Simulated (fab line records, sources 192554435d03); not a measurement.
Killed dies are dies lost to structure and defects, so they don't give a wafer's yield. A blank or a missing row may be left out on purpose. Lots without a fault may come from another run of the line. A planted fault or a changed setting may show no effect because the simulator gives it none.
Chamber matching | flow n5_finfet | N5_DUMMY_GATE_TRIM_49 on rie_si-03: 4 sister chambers
The step chemistry O2, time 29 s, target cd 14 nm. 8 wafers are shown with their chamber, then 8 later ones without.

WAFERS WITH THEIR CHAMBER
wafer  | chamber | throttle_valve_pct (%) | oes_product_au (a.u.)
L076.2 | 1       | 7.97                   | 1.009
L080.3 | 2       | 8.30                   | 1.012
L081.5 | 2       | 8.31                   | 1.011
L081.6 | 3       | 8.11                   | 1.006
L084.1 | 3       | 8.11                   | 0.998
L084.2 | 0       | 8.32                   | 0.990
L084.3 | 1       | 7.95                   | 0.983
L090.1 | 0       | 8.32                   | 0.994

WAFERS WITHOUT THEIR CHAMBER
wafer  | throttle_valve_pct (%) | oes_product_au (a.u.)
L090.2 | 8.10                   | 1.005
L090.3 | 7.97                   | 0.985
L092.1 | 8.31                   | 0.994
L092.4 | 8.31                   | 1.012
L092.6 | 8.30                   | 1.011
L094.1 | 8.31                   | 1.021
L094.2 | 8.31                   | 1.001
L094.5 | 8.11                   | 1.002

WHICH CHAMBER EACH WENT THROUGH
wafer  | from the rows above     | in truth
L090.2 | 3                       | 3
L090.3 | 1                       | 1
L092.1 | can't be placed: 0 or 2 | 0
L092.4 | can't be placed: 2 or 0 | 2
L092.6 | 2                       | 2
L094.1 | 2                       | 2
L094.2 | can't be placed: 2 or 0 | 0
L094.5 | 3                       | 3
Placed correctly: 5 of 8. Can't be placed from these rows: 3 (the true chamber is among the candidates in 3). Placed wrongly: 0.
How it was worked out, from the rows above alone: a wafer's distance from a chamber is the root of the sum, over the readings, of the square of ((its reading less the chamber's mean) divided by the reading's scatter). The wafer belongs to the nearest chamber; if the next one is less than 2 further off, it can't be placed. A chamber's mean is the mean of its shown wafers. The scatter: the root of (the sum of the squares of (reading less its chamber's mean) over the shown wafers, divided by (wafers less chambers)).
